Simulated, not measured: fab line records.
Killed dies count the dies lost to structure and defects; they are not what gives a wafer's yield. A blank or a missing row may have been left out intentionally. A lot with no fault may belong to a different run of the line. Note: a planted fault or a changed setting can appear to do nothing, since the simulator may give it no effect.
fab line records	flow nandHarc
record lots=6	wafers=18	lastDay=34
route steps=1302 shown P_GATE@156 END@1302
lots untouched by any fault: they come from a run of this same line in which no faults occurred
startH: the number of hours between the record's first day and the start of the first shown wafer of the lot	waitH: hours from the lot's prior step to this one	" identical to the entry in the row above	L1.1+2: a row that stands for several wafers	- value missing, or start not given	* or withheld: withheld	< > ~ a bound
route shown NAME@n: NAME is a module with steps in the file, n the number in the route of the first one	usual: mean/standard deviation of fault-free wafers	same: alike in all rows	chamber/n: place in a boat	sites: each site's reading	_std_site: their standard deviation	_edge_site: the outer-site mean with the inner-site mean subtracted	radiusMm: how far each site lies from the wafer's centre	mask NAME#n: copy n	behind: the most recent tool/chamber to have shaped the wafer	hold: why the lot went on hold/how many hours it stayed there/how the hold came to an end	device: names the non-switching transistor (n, p or np)	end of line: the tests these same wafers got at the end of their route	step lacking rows: just its recipe	killed: dies lost to structure and defects at the first sort, not the wafer's yield	map: per-die view of a wafer (x killed, . not killed, _ where there is no die)
set.NAME: setting as actually run; set.NAME@STEP: the setting as run at that earlier step	model.NAME: the simulator's own value behind a step, which no gauge read
lots seen at some steps along the route; tables by step, rows by wafer
services: when a tool's chamber went out of use (startH, in hours from the record's first day, below 0 if earlier), for how many hours, and the reason
## steps
# step NHARC_P_GATE_ETCHBACK_37
# recipe targetDepthA=345	timeS=17.2	chf3FlowSccm=50	o2FlowSccm=10	arFlowSccm=200	rfW=500	biasW=200	chemistry=CHF3/O2
# usual biasW=200.0/0.63	drypumpMotorCurrentA=5.6/0.48	oesProductAu=0.943/0.028	rfFwdPowerW=489.0/2.1	rfVppV=370.6/2.2	showerheadPlenumPTorr=2.40/0.09	throttleValvePct=20.572/0.01
# same timeS=17.2
lot.wafer	tool	chamber	startH	waitH	biasW	drypumpMotorCurrentA	oesProductAu	rfFwdPowerW	rfHoursCounterH	rfVppV	showerheadPlenumPTorr	throttleValvePct
L136.3	rieDiel-02	2	-	-	200.2	6.0	0.909	486.9	7	373.2	2.56	20.570
L136.5	"	3	"	"	200.1	5.3	0.924	487.7	-	371.0	2.40	20.557
L136.6	"	0	"	"	200.6	5.0	0.920	490.9	-	371.9	2.41	20.564
L145.2	rieDiel-06	1	-	-	199.8	5.0	0.960	486.9	2	372.2	2.47	20.574
L145.3	"	3	"	"	198.0	6.2	0.978	488.8	3	372.3	2.47	20.570
L145.5	"	0	"	"	199.9	5.9	0.956	490.3	-	372.1	2.45	20.569
L147.4	rieDiel-10	0	-	-	201.3	5.7	0.933	488.5	10	369.3	2.32	20.593
L147.2	"	2	"	"	199.9	6.4	0.912	488.7	8	369.8	2.39	20.600
L147.6	"	0	"	"	199.8	5.7	0.937	487.7	-	369.5	2.32	20.576
L152.3	rieDiel-02	2	-	-	199.9	6.0	0.925	491.2	5	375.2	2.55	20.554
L152.1	"	3	"	"	200.8	5.2	0.910	485.5	6	369.6	2.40	20.582
L152.4	"	0	"	"	200.9	5.0	0.930	489.8	5	370.9	2.41	20.574
L156.4	rieDiel-02	3	-	-	200.0	5.3	0.919	487.9	8	371.1	2.40	20.567
L156.5	"	0	"	"	200.2	5.0	0.935	488.7	-	370.9	2.41	20.582
L156.6	"	1	"	"	200.3	5.8	0.937	487.6	-	367.9	2.27	20.570
L157.4	rieDiel-02	3	-	-	199.8	5.3	0.976	487.6	8	370.3	2.40	20.581
L157.1	"	1	"	"	199.3	5.8	0.988	488.1	8	368.7	2.27	20.564
L157.2	"	2	"	"	199.9	6.0	0.995	491.5	8	373.5	2.55	20.570
# step NHARC_P_GATE_STRIP_101
# recipe timeS=20	o2FlowSccm=500	arFlowSccm=0	biasW=0	chemistry=O2
# usual drypumpMotorCurrentA=5.7/0.48	oesProductAu=1.000/0.0083	rfVppV=57.6/0.87	showerheadPlenumPTorr=3.53/0.13	throttleValvePct=17.035/0.0088
# same biasW=0	timeS=20
lot.wafer	tool	chamber	startH	waitH	drypumpMotorCurrentA	oesProductAu	rfHoursCounterH	rfVppV	showerheadPlenumPTorr	throttleValvePct
L136.3	rieDiel-02	3	123.92	0.1	5.2	0.999	6.4	57.1	3.53	17.043
L136.5	"	3	"	"	5.3	1.000	-	56.2	3.53	17.038
L136.6	"	0	"	"	5.0	0.987	-	56.6	3.55	17.038
L145.3	rieDiel-06	0	218.26	0.1	5.9	0.989	2.5	56.7	3.60	17.050
L145.2	"	1	"	"	5.1	1.002	1.9	58.9	3.62	17.044
L145.5	"	3	"	"	6.2	0.996	-	56.5	3.63	17.035
L147.2	rieDiel-02	2	242.53	0.1	6.0	1.013	2.0	57.9	3.75	17.034
L147.4	"	3	"	"	5.3	0.995	2.0	57.1	3.53	17.040
L147.6	"	3	"	"	5.3	1.003	-	58.7	3.53	17.045
L152.4	rieDiel-02	2	285.55	0.1	6.0	0.995	5.4	59.3	3.74	17.039
L152.1	"	0	"	"	5.0	0.999	4.6	59.1	3.54	17.031
L152.3	"	1	"	"	5.8	1.010	5.8	56.5	3.34	17.030
L156.4	rieDiel-02	3	325.73	0.1	5.3	0.992	8.1	56.4	3.52	17.037
L156.6	"	1	"	"	5.8	1.008	-	57.1	3.34	17.040
L156.5	"	2	"	"	6.0	1.010	-	58.2	3.74	17.041
L157.2	rieDiel-02	1	341.35	0.1	5.9	0.998	7.8	56.7	3.34	17.028
L157.1	"	2	"	"	5.9	1.005	7.5	57.9	3.74	17.060
L157.4	"	3	"	"	5.3	0.981	8.3	56.5	3.52	17.038
# step NHARC_P_GATE_PRECLEAN_97
# recipe timeS=600	tempC=120	chemistry=SPM
# step NHARC_P_GATE_SRD_98
# step NHARC_P_GATE_PRECLEAN_99
# recipe timeS=*	tempC=50	bathAgeMin=0	chemistry=SC1
# step NHARC_P_GATE_SRD_100
# step NHARC_P_GATE_DEHYDRATE_38
# recipe tempC=150	timeS=120
# step NHARC_P_GATE_HMDS_39
# recipe timeS=30
# step NHARC_P_GATE_COAT_40
# recipe spinRpm=3000
# step NHARC_P_GATE_SOFTBAKE_41
# recipe tempC=122	timeS=95
# step NHARC_P_GATE_EBR_42
# step NHARC_P_GATE_EXPOSE_43
# recipe na=0.6	targetCdNm=720	doseMj=14.81	maskId=P_NSD
# step NHARC_P_GATE_PEB_44
# recipe pebTempC=118	pebTimeS=85
# usual exhaustPa=45.0/0.75	heaterPowerTotalW=163.97/0.26	plateTempC=118.03/0.13
lot.wafer	tool	chamber	startH	waitH	exhaustPa	heaterPowerTotalW	plateTempC
L136.3	lithoTrack-02	0	124.75	0.1	44.5	164.17	118.16
L136.5	"	0	"	"	45.0	163.73	118.24
L136.6	"	0	"	"	44.7	164.44	118.02
L145.2	lithoTrack-03	0	218.96	0.1	45.8	163.84	117.86
L145.3	"	0	"	"	43.9	164.50	118.03
L145.5	"	0	"	"	45.4	163.76	118.06
L147.2	lithoTrack-07	0	243.37	0.1	44.3	164.21	118.30
L147.4	"	0	"	"	45.7	164.01	118.12
L147.6	"	0	"	"	44.5	164.32	118.02
L152.1	lithoTrack-02	0	286.39	0.1	44.2	163.73	117.91
L152.3	"	0	"	"	44.4	164.35	117.83
L152.4	"	0	"	"	45.3	163.68	117.92
L156.4	lithoTrack-07	0	326.56	0.0	45.2	183.45	128.19
L156.5	"	0	"	"	45.7	182.79	128.27
L156.6	"	0	"	"	45.8	183.41	128.28
L157.1	lithoTrack-07	0	342.18	0.1	45.6	182.18	128.20
L157.2	"	0	"	"	44.4	183.01	128.17
L157.4	"	0	"	"	45.4	181.83	128.38
# step NHARC_P_GATE_DEVELOP_45
# recipe timeS=70
# step NHARC_P_GATE_CD_MEAS_46
# recipe targetCdNm=720	landingEnergyEv=500
# usual cdNm=721.1/1.6
# same landingEnergyEv=500
lot.wafer	tool	chamber	startH	waitH	cdNm
L136.3	cdSem-03	0	124.84	-	723.1
L136.5	"	0	"	"	721.4
L136.6	"	0	"	"	722.2
L145.2	cdSem-02	0	219.05	-	718.6
L145.3	"	0	"	"	718.9
L145.5	"	0	"	"	718.7
L147.2	cdSem-01	0	243.47	-	722.3
L147.4	"	0	"	"	720.4
L147.6	"	0	"	"	723.8
L152.1	cdSem-02	0	286.48	-	719.6
L152.3	"	0	"	"	722.8
L152.4	"	0	"	"	721.5
L156.4	cdSem-02	0	326.66	-	728.7
L156.5	"	0	"	"	730.0
L156.6	"	0	"	"	732.1
L157.1	cdSem-01	0	342.27	-	732.8
L157.2	"	0	"	"	731.5
L157.4	"	0	"	"	729.0
# step NHARC_P_GATE_HARDBAKE_47
# recipe tempC=125	timeS=80
# step NHARC_P_GATE_DESCUM_48
# recipe timeS=3	o2FlowSccm=200	arFlowSccm=0	biasPowerW=0	chemistry=O2
# usual drypumpMotorCurrentA=5.7/0.48	oesProductAu=1.001/0.0085	rfVppV=57.7/0.89	showerheadPlenumPTorr=1.91/0.079	throttleValvePct=11.310/0.0091
# same timeS=3
lot.wafer	tool	chamber	startH	waitH	drypumpMotorCurrentA	oesProductAu	rfHoursCounterH	rfVppV	showerheadPlenumPTorr	throttleValvePct	model.P_GATE.cdNm
L136.3	rieDiel-02	3	125.03	-	5.2	1.008	6.4	58.9	1.91	11.307	723
L136.5	"	1	"	"	5.8	1.008	-	57.3	1.81	11.311	721.5
L136.6	"	2	"	"	6.0	0.991	-	58.1	2.04	11.312	721.2
L145.3	rieDiel-10	2	219.22	-	6.3	1.003	7.2	56.0	1.90	11.300	718.6
L145.2	"	3	"	"	6.3	1.009	8.7	57.4	1.80	11.315	718.4
L145.5	"	2	"	"	6.4	1.007	-	58.5	1.90	11.304	718.2
L147.2	rieDiel-02	3	243.65	-	5.3	1.001	2.0	58.0	1.91	11.307	721.9
L147.4	"	0	"	"	5.0	1.000	0.4	57.1	1.92	11.306	720.2
L147.6	"	2	"	"	5.9	1.008	-	57.9	2.04	11.319	723.4
L152.4	rieDiel-06	0	286.64	-	5.9	0.992	5.7	57.2	1.95	11.311	721.4
L152.1	"	1	"	"	5.1	1.007	5.1	58.3	1.97	11.325	719.4
L152.3	"	3	"	"	6.2	1.008	6.5	58.7	1.97	11.323	722.7
L156.4	rieDiel-06	0	326.82	-	5.9	1.004	0.5	59.2	1.95	11.315	728.8
L156.5	"	3	"	"	6.2	1.004	-	58.2	1.97	11.314	729.8
L156.6	"	0	"	"	5.9	0.998	-	58.4	1.95	11.306	732
L157.4	rieDiel-02	3	342.43	-	5.3	0.987	8.3	55.8	1.91	11.296	728.9
L157.2	"	0	"	"	5.0	0.999	6.9	58.7	1.92	11.292	732.2
L157.1	"	2	"	"	5.9	1.006	7.5	58.7	2.04	11.303	732.7
# step NHARC_P_GATE_IMPLANT_49
# recipe energyKev=30	doseCm2=3e+15	tiltDeg=7
# step NHARC_END_SORT_01
# recipe tempC=25
# usual killedAtArray=56/21	killedAtOther=0.8/1	killedAtPeriphery=3.6/2.8	killedDies=60/20	killedOpen=3.2/1.9	killedShort=2.4/1.6
# same grossDies=677
lot.wafer	tool	chamber	startH	waitH	killedAtArray	killedAtOther	killedAtPeriphery	killedDies	killedOpen	killedShort
L136.3	prober-01	0	583.79	3.1	95	1	7	103	1	1
L136.5	prober-01	0	585.37	3.7	74	0	6	80	5	4
L136.6	prober-01	0	586.17	4.0	67	1	9	77	4	1
L152.4	prober-01	0	743.03	3.4	26	0	3	29	2	4
# killed by level:class
L136.3 A_CHANNEL_HOLE_D1:chamberFilmFlake=34 A_CHANNEL_HOLE_D2:chamberFilmFlake=33 A_SLIT:chamberFilmFlake=23 P_M2:chamberFilmFlake=3 P_STI:chamberFilmFlake=2 A_CONTACT:chamberFilmFlake=2 A_ONON_D1:geometricParticle:short=1 A_M0:geometricParticle:open=1
L136.5 A_CHANNEL_HOLE_D2:chamberFilmFlake=26 A_CHANNEL_HOLE_D1:chamberFilmFlake=22 A_SLIT:chamberFilmFlake=19 A_M0:geometricParticle:open=2 P_STI:chamberFilmFlake=2 P_GATE:geometricParticle:open=1 P_GATE:geometricParticle:short=1 P_M2:geometricParticle:open=1
L136.6 A_CHANNEL_HOLE_D2:chamberFilmFlake=30 A_CHANNEL_HOLE_D1:chamberFilmFlake=13 A_SLIT:chamberFilmFlake=11 P_M2:chamberFilmFlake=5 A_CONTACT:chamberFilmFlake=5 P_STI:chamberFilmFlake=2 A_STAIRCASE:chamberFilmFlake=2 P_M0:geometricParticle:open=1
L152.4 A_CHANNEL_HOLE_D1:chamberFilmFlake=8 A_STAIRCASE:chamberFilmFlake=5 A_SLIT:chamberFilmFlake=4 A_CONTACT:chamberFilmFlake=3 A_SGD_CUT:geometricParticle:short=2 A_CHANNEL_HOLE_D2:chamberFilmFlake=2 P_CONTACT:geometricParticle:open=1 P_M0:geometricParticle:short=1
## services
tool	chamber	startH	hours	kind
lithoTrack-03	-	100.00	7.0	pm
rieDiel-02	0	109.07	7.3	repair
rieDiel-02	0	122.35	-	clean
rieDiel-02	1	122.35	-	clean
rieDiel-02	2	122.35	-	clean
rieDiel-02	3	122.35	-	clean
rieDiel-06	-	130.20	9.0	pm
rieDiel-02	0	146.85	-	clean
rieDiel-02	1	146.85	-	clean
rieDiel-02	2	146.85	-	clean
rieDiel-02	3	146.85	-	clean
rieDiel-10	2	159.56	16.5	repair
rieDiel-10	1	170.50	2.6	repair
rieDiel-06	3	182.51	5.0	repair
rieDiel-02	1	190.69	22.9	repair
rieDiel-06	2	192.54	2.5	repair
rieDiel-02	0	192.58	42.1	repair
rieDiel-02	-	216.85	9.0	pm
lithoTrack-02	-	227.00	7.0	pm
rieDiel-10	-	232.16	0.1	repair
rieDiel-10	-	242.50	9.0	pm
lithoTrack-07	-	251.00	7.0	pm
lithoTrack-03	-	275.00	7.0	pm
rieDiel-06	-	307.20	9.0	pm
## key
firstSign step=NHARC_P_GATE_PEB_44	reading=plateTempC	direction=up	sigmas=78	usual=*	struck=*
effect step=NHARC_P_GATE_PEB_44	reading=heaterPowerTotalW	direction=up	sigmas=71	usual=*	struck=*
effect step=NHARC_P_GATE_CD_MEAS_46	reading=cdNm	direction=up	sigmas=6.2	usual=721.1	struck=730.7
modelEffect step=NHARC_P_GATE_DESCUM_48	value=P_GATE.cdNm	without=721.7	struck=730.7
metAt NHARC_P_GATE_PEB_44
struckWafers L156.4,L156.5,L156.6,L157.1,L157.2,L157.4
testerLeftOut L156,L157
onsetBetween 243.37 326.56
fault kind=processParameterDrift	tool=lithoTrack-07	chamber=-	onsetH=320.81	steps=NHARC_P_GATE_PEB_44	channel=pebTempC	offset=*	shape=step	endH=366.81	actsIn=*	stated=*
# testerLeftOut: of these lots the tester's yield and bins aren't shown, on N5 and GAA mostly nor the transistor test; their killed dies are dies lost to structure and defects alone, not to doping, threshold or leakage, so they don't give the yield
